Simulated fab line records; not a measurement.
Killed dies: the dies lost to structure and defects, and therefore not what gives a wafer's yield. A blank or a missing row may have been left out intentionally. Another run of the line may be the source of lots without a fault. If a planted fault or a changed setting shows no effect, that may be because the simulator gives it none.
Which tool was responsible? | flow n5-finfet | Sampling: 24 lots, 72 wafers, 3 of 1938 route steps

## WHAT THE GAUGES READ, wafer by wafer
N5_BEOL_M2_CD_MEAS_35: target cd 18 nm, target cd y 22.2 nm.
lot  | measured     | on        | cd-nm (nm)
L074 | day 8 03:01  | cd-sem-01 | 17.57 17.91 17.76
L076 | day 9 09:01  | cd-sem-01 | 17.88 17.76 17.68
L075 | day 9 08:59  | cd-sem-02 | 18.10 18.18 18.10
L077 | day 9 12:13  | cd-sem-01 | 18.44 17.86 18.10
L078 | day 9 14:46  | cd-sem-01 | 18.01 18.14 18.14
L080 | day 10 06:22 | cd-sem-03 | 18.18 18.54 18.20
L081 | day 10 05:24 | cd-sem-01 | 17.97 17.79 18.31
L082 | day 10 09:01 | cd-sem-03 | 17.87 18.08 18.11
L083 | day 10 11:35 | cd-sem-03 | 17.64 17.61 17.54
L084 | day 10 14:42 | cd-sem-02 | 17.91 17.56 18.44
L085 | day 10 21:56 | cd-sem-03 | 17.81 17.58 18.33
L086 | day 11 06:10 | cd-sem-02 | 17.71 17.99 17.63
L087 | day 11 08:55 | cd-sem-02 | 18.30 18.04 18.64
L088 | day 11 19:03 | cd-sem-02 | 17.84 17.76 18.20
L089 | day 11 21:35 | cd-sem-02 | 18.27 18.26 17.77
L090 | day 12 04:53 | cd-sem-01 | 17.87 18.04 18.37
L091 | day 12 11:17 | cd-sem-03 | 17.86 17.97 18.15
L092 | day 11 11:38 | cd-sem-01 | 18.44 17.58 17.66
L093 | day 12 23:11 | cd-sem-02 | 18.19 17.77 17.75
L095 | day 13 04:22 | cd-sem-03 | 18.25 18.53 18.51
L079 | day 13 09:03 | cd-sem-01 | 18.03 17.88 17.90
L097 | day 13 13:40 | cd-sem-03 | 18.71 18.43 18.01
L096 | day 13 17:56 | cd-sem-03 | 17.82 17.83 18.37
L094 | day 13 18:01 | cd-sem-02 | 18.17 18.55 18.50

## WHICH TOOL RAN EACH LOT (tool, then ch and the chambers of the sampled wafers, then the start)
lot  | N5_BEOL_M2_ALD_98                 | N5_BEOL_M2_VIA_ETCH_34
L074 | ald-sin-04 ch 0,2,3, day 7 05:36  | rie-diel-02 ch 0,1,3, day 8 02:37
L076 | ald-sin-02 ch 0,3, day 8 00:56    | rie-diel-04 ch 1,2, day 9 08:37
L075 | ald-sin-04 ch 0,3, day 8 04:31    | rie-diel-02 ch 1,2, day 9 08:35
L077 | ald-sin-02 ch 1,2, day 8 05:26    | rie-diel-04 ch 0,1,3, day 9 11:49
L078 | ald-sin-04 ch 1,2,3, day 8 09:01  | rie-diel-02 ch 0,1,2, day 9 14:20
L080 | ald-sin-02 ch 1,2,3, day 8 22:35  | rie-diel-04 ch 0,1,2, day 10 05:58
L081 | ald-sin-04 ch 1,2,3, day 8 23:17  | rie-diel-02 ch 0,2, day 10 04:59
L082 | ald-sin-04 ch 1,2, day 9 06:33    | rie-diel-05 ch 1,2, day 10 08:35
L083 | ald-sin-03 ch 2,3, day 9 14:06    | rie-diel-02 ch 0,1, day 10 11:11
L084 | ald-sin-02 ch 0,2,3, day 9 14:57  | rie-diel-05 ch 0,3, day 10 14:17
L085 | ald-sin-03 ch 0,1,2, day 9 19:35  | rie-diel-02 ch 0,3, day 10 21:32
L086 | ald-sin-03 ch 2,3, day 10 06:00   | rie-diel-05 ch 1,2, day 11 05:45
L087 | ald-sin-04 ch 2,3, day 10 06:25   | rie-diel-05 ch 1,3, day 11 08:29
L088 | ald-sin-03 ch 0,2,3, day 10 15:20 | rie-diel-02 ch 1,2, day 11 18:38
L089 | ald-sin-03 ch 0,3, day 10 15:42   | rie-diel-05 ch 0,1, day 11 21:10
L090 | ald-sin-04 ch 2,3, day 11 00:28   | rie-diel-04 ch 1,2, day 12 04:29
L091 | ald-sin-03 ch 1,2,3, day 11 10:34 | rie-diel-04 ch 0,1, day 12 10:52
L092 | ald-sin-03 ch 0,1,3, day 11 10:50 | rie-diel-02 ch 0,2, day 11 11:13
L093 | ald-sin-02 ch 0,3, day 11 19:52   | rie-diel-05 ch 0,1, day 12 22:47
L095 | ald-sin-03 ch 0,3, day 12 07:43   | rie-diel-02 ch 1,2,3, day 13 03:58
L079 | ald-sin-04 ch 1,2,3, day 12 12:26 | rie-diel-02 ch 0,1,2, day 13 08:38
L097 | ald-sin-03 ch 1,2,3, day 12 14:33 | rie-diel-02 ch 2,3, day 13 13:15
L096 | ald-sin-04 ch 0,2, day 12 18:55   | rie-diel-04 ch 0,3, day 13 17:32
L094 | ald-sin-04 ch 0,2, day 13 01:02   | rie-diel-05 ch 0,2, day 13 17:34
- N5_BEOL_M2_ALD_98: deposits SiO2, target thk 2.5 nm, pulse time 1 s, co reactant pulse time 1 s.
- N5_BEOL_M2_VIA_ETCH_34: etches the open film in C4F6/O2, target depth 69.4 nm, time 65.9 s.

## AS READ BY THE TOOLS THEMSELVES (means over the sampled wafers that have a number; for cases with no such wafer, the mark the record gives instead)
N5_BEOL_M2_ALD_98.
lot  | tool       | heater-power-w (W) | precursor-pulse-height-rel
L074 | ald-sin-04 | 66                 | 1.005
L076 | ald-sin-02 | 71                 | 0.988
L075 | ald-sin-04 | 65                 | 1.009
L077 | ald-sin-02 | 70                 | 0.996
L078 | ald-sin-04 | 70                 | 0.994
L080 | ald-sin-02 | 74                 | 1.021
L081 | ald-sin-04 | 70                 | 0.998
L082 | ald-sin-04 | 70                 | 0.990
L083 | ald-sin-03 | 89                 | 1.004
L084 | ald-sin-02 | 68                 | 1.005
L085 | ald-sin-03 | 85                 | 1.012
L086 | ald-sin-03 | 91                 | 1.001
L087 | ald-sin-04 | 69                 | 1.000
L088 | ald-sin-03 | 84                 | 0.990
L089 | ald-sin-03 | 78                 | 0.996
L090 | ald-sin-04 | 70                 | 0.990
L091 | ald-sin-03 | 85                 | 1.004
L092 | ald-sin-03 | 79                 | 0.995
L093 | ald-sin-02 | 72                 | 0.998
L095 | ald-sin-03 | 76                 | 0.996
L079 | ald-sin-04 | 70                 | 1.014
L097 | ald-sin-03 | 87                 | 1.015
L096 | ald-sin-04 | 65                 | 0.995
L094 | ald-sin-04 | 67                 | 1.006

N5_BEOL_M2_VIA_ETCH_34.
lot  | tool        | drypump-motor-current-A (A) | oes-product-au (a.u.) | rf-vpp-V (V) | showerhead-plenum-p-Torr (Torr) | throttle-valve-pct (%)
L074 | rie-diel-02 | 5.9                         | 0.77                  | 674          | 2.88                            | 30.79
L076 | rie-diel-04 | 5.6                         | 0.71                  | 671          | 2.89                            | 30.68
L075 | rie-diel-02 | 5.2                         | 0.73                  | 674          | 2.84                            | 30.97
L077 | rie-diel-04 | 5.6                         | 0.68                  | 664          | 2.89                            | 30.72
L078 | rie-diel-02 | 5.6                         | 0.76                  | 674          | 2.85                            | 30.86
L080 | rie-diel-04 | 5.9                         | 0.69                  | 669          | 2.85                            | 30.60
L081 | rie-diel-02 | 5.3                         | 0.76                  | 672          | 2.84                            | 30.89
L082 | rie-diel-05 | 6.1                         | 0.79                  | 668          | 2.79                            | 30.49
L083 | rie-diel-02 | 5.8                         | 0.75                  | 674          | 2.85                            | 30.88
L084 | rie-diel-05 | 5.9                         | 0.74                  | 664          | 2.88                            | 30.75
L085 | rie-diel-02 | 5.9                         | 0.74                  | 674          | 2.89                            | 30.75
L086 | rie-diel-05 | 6.1                         | 0.79                  | 668          | 2.79                            | 30.51
L087 | rie-diel-05 | 5.8                         | 0.76                  | 667          | 2.88                            | 30.55
L088 | rie-diel-02 | 5.2                         | 0.70                  | 673          | 2.82                            | 31.01
L089 | rie-diel-05 | 6.2                         | 0.75                  | 666          | 2.81                            | 30.72
L090 | rie-diel-04 | 5.6                         | 0.68                  | 671          | 2.88                            | 30.70
L091 | rie-diel-04 | 5.8                         | 0.85                  | 668          | 2.83                            | 30.48
L092 | rie-diel-02 | 5.8                         | 0.79                  | 672          | 2.85                            | 30.79
L093 | rie-diel-05 | 6.2                         | 0.79                  | 667          | 2.79                            | 30.59
L095 | rie-diel-02 | 5.5                         | 0.78                  | 671          | 2.85                            | 30.88
L079 | rie-diel-02 | 5.6                         | 0.73                  | 673          | 2.83                            | 30.91
L097 | rie-diel-02 | 5.2                         | 0.78                  | 672          | 2.85                            | 30.88
L096 | rie-diel-04 | 5.8                         | 0.93                  | 662          | 2.83                            | 30.51
L094 | rie-diel-05 | 5.8                         | 0.70                  | 664          | 2.82                            | 30.70

## THE ANSWER, worked out from the rows above alone
Rule: the usual values come from the lots themselves. The widest of any qualifying gaps counts: lots, ordered by their means at a reading, are off when they make up no more than a third of the lots, leave a main group of 4 or more, and stand apart from it by 3 or more times the standard deviation of that group's means. Not used: any main group whose means are identical at the precision the tables above print for the reading. A lot without any number at a reading at which 4 lots or more have one is off too. The other lots that the step has rows for count as sound. After the gauges, taken in route order, come the tools' own readings; for these a lot's mean is taken, as printed above. At the first step where some lot is off, the reading lying furthest off is the one used; lots without a number count as furthest.
No lot is off on any of the readings shown, so nothing can be concluded from this.

## WHAT WAS PUT IN BY THE SIMULATOR
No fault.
